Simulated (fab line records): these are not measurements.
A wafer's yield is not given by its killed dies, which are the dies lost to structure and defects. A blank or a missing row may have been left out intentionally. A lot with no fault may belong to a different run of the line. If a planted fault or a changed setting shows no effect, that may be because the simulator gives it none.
Matching of chambers / flow n5Finfet / 4 sister chambers for N5_BEOL_M5_CMP_52 on cmp-01
The step polishes, stops on SiCOH lowk, t overpolish 6.9 s, target thk 62 nm. 18 wafers are shown with their chamber, then 9 later ones without.

EACH WAFER AND ITS CHAMBER
wafer=L076.3; chamber=1; motorCurrentA (A)=6.6; barrierFieldEndpointS (s)=23.8; timeToEndpointS (s)=58
wafer=L076.4; chamber=2; motorCurrentA (A)=6.0; barrierFieldEndpointS (s)=24.9; timeToEndpointS (s)=61
wafer=L076.6; chamber=0; motorCurrentA (A)=5.9; barrierFieldEndpointS (s)=25.3; timeToEndpointS (s)=61
wafer=L079.1; chamber=2; motorCurrentA (A)=6.4; barrierFieldEndpointS (s)=24.1; timeToEndpointS (s)=63
wafer=L079.4; chamber=1; motorCurrentA (A)=6.3; barrierFieldEndpointS (s)=23.4; timeToEndpointS (s)=57
wafer=L079.5; chamber=3; motorCurrentA (A)=7.0; barrierFieldEndpointS (s)=24.0; timeToEndpointS (s)=59
wafer=L081.2; chamber=0; motorCurrentA (A)=6.2; barrierFieldEndpointS (s)=23.7; timeToEndpointS (s)=65
wafer=L081.3; chamber=2; motorCurrentA (A)=6.4; barrierFieldEndpointS (s)=25.0; timeToEndpointS (s)=64
wafer=L081.6; chamber=0; motorCurrentA (A)=6.0; barrierFieldEndpointS (s)=24.3; timeToEndpointS (s)=63
wafer=L082.1; chamber=3; motorCurrentA (A)=7.0; barrierFieldEndpointS (s)=24.3; timeToEndpointS (s)=67
wafer=L082.4; chamber=2; motorCurrentA (A)=6.3; barrierFieldEndpointS (s)=24.9; timeToEndpointS (s)=64
wafer=L082.5; chamber=0; motorCurrentA (A)=6.0; barrierFieldEndpointS (s)=24.6; timeToEndpointS (s)=65
wafer=L085.1; chamber=1; motorCurrentA (A)=6.0; barrierFieldEndpointS (s)=23.7; timeToEndpointS (s)=60
wafer=L085.4; chamber=2; motorCurrentA (A)=6.7; barrierFieldEndpointS (s)=25.6; timeToEndpointS (s)=66
wafer=L085.5; chamber=2; motorCurrentA (A)=6.5; barrierFieldEndpointS (s)=24.5; timeToEndpointS (s)=62
wafer=L089.2; chamber=3; motorCurrentA (A)=6.9; barrierFieldEndpointS (s)=24.6; timeToEndpointS (s)=65
wafer=L089.3; chamber=1; motorCurrentA (A)=6.3; barrierFieldEndpointS (s)=23.8; timeToEndpointS (s)=63
wafer=L089.4; chamber=0; motorCurrentA (A)=6.0; barrierFieldEndpointS (s)=24.4; timeToEndpointS (s)=65

SIGNATURES, as means of the wafers listed above
reading=motorCurrentA; chamber 0=6.020; chamber 1=6.300; chamber 2=6.383; chamber 3=6.967; scatter within a chamber=0.19
reading=barrierFieldEndpointS; chamber 0=24.460; chamber 1=23.675; chamber 2=24.833; chamber 3=24.300; scatter within a chamber=0.455
reading=timeToEndpointS; chamber 0=63.80; chamber 1=59.50; chamber 2=63.33; chamber 3=63.67; scatter within a chamber=2.45
Rule: for each reading, subtract the chamber's mean from the wafer's reading, divide by that reading's scatter and square the result; add these up over the readings and take the root, which gives the wafer's distance from the chamber. If the next closest chamber is less than 2 further off than the closest, the wafer can't be placed; otherwise it belongs to the closest. The scatter: take each reading less its chamber's mean, square it, sum over the shown wafers, divide by the number of wafers less the number of chambers, and take the root.

WAFERS WITHOUT THEIR CHAMBER
wafer=L091.3; motorCurrentA (A)=6.6; barrierFieldEndpointS (s)=25.2; timeToEndpointS (s)=66
wafer=L091.4; motorCurrentA (A)=7.0; barrierFieldEndpointS (s)=25.5; timeToEndpointS (s)=64
wafer=L091.5; motorCurrentA (A)=6.8; barrierFieldEndpointS (s)=25.3; timeToEndpointS (s)=64
wafer=L093.1; motorCurrentA (A)=7.2; barrierFieldEndpointS (s)=22.8; timeToEndpointS (s)=57
wafer=L093.4; motorCurrentA (A)=6.2; barrierFieldEndpointS (s)=24.6; timeToEndpointS (s)=62
wafer=L093.5; motorCurrentA (A)=6.2; barrierFieldEndpointS (s)=24.4; timeToEndpointS (s)=61
wafer=L092.4; motorCurrentA (A)=6.2; barrierFieldEndpointS (s)=23.8; timeToEndpointS (s)=63
wafer=L092.5; motorCurrentA (A)=5.9; barrierFieldEndpointS (s)=24.8; timeToEndpointS (s)=66
wafer=L092.6; motorCurrentA (A)=6.6; barrierFieldEndpointS (s)=24.5; timeToEndpointS (s)=63

THE CHAMBER EACH PASSED THROUGH
wafer=L091.3; from the rows above=can't be placed: 2 or 3 or 0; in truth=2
wafer=L091.4; from the rows above=can't be placed: 3 or 2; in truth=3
wafer=L091.5; from the rows above=can't be placed: 3 or 2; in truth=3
wafer=L093.1; from the rows above=can't be placed: 3 or 1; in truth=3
wafer=L093.4; from the rows above=can't be placed: 2 or 0 or 1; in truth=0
wafer=L093.5; from the rows above=can't be placed: 0 or 2 or 1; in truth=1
wafer=L092.4; from the rows above=can't be placed: 1 or 0 or 2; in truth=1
wafer=L092.5; from the rows above=can't be placed: 0 or 2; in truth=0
wafer=L092.6; from the rows above=can't be placed: 2 or 3 or 1 or 0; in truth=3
Correctly placed: 0 of 9. These rows do not allow placing 9 (true chamber among the candidates in 9). Wrongly placed: 0.
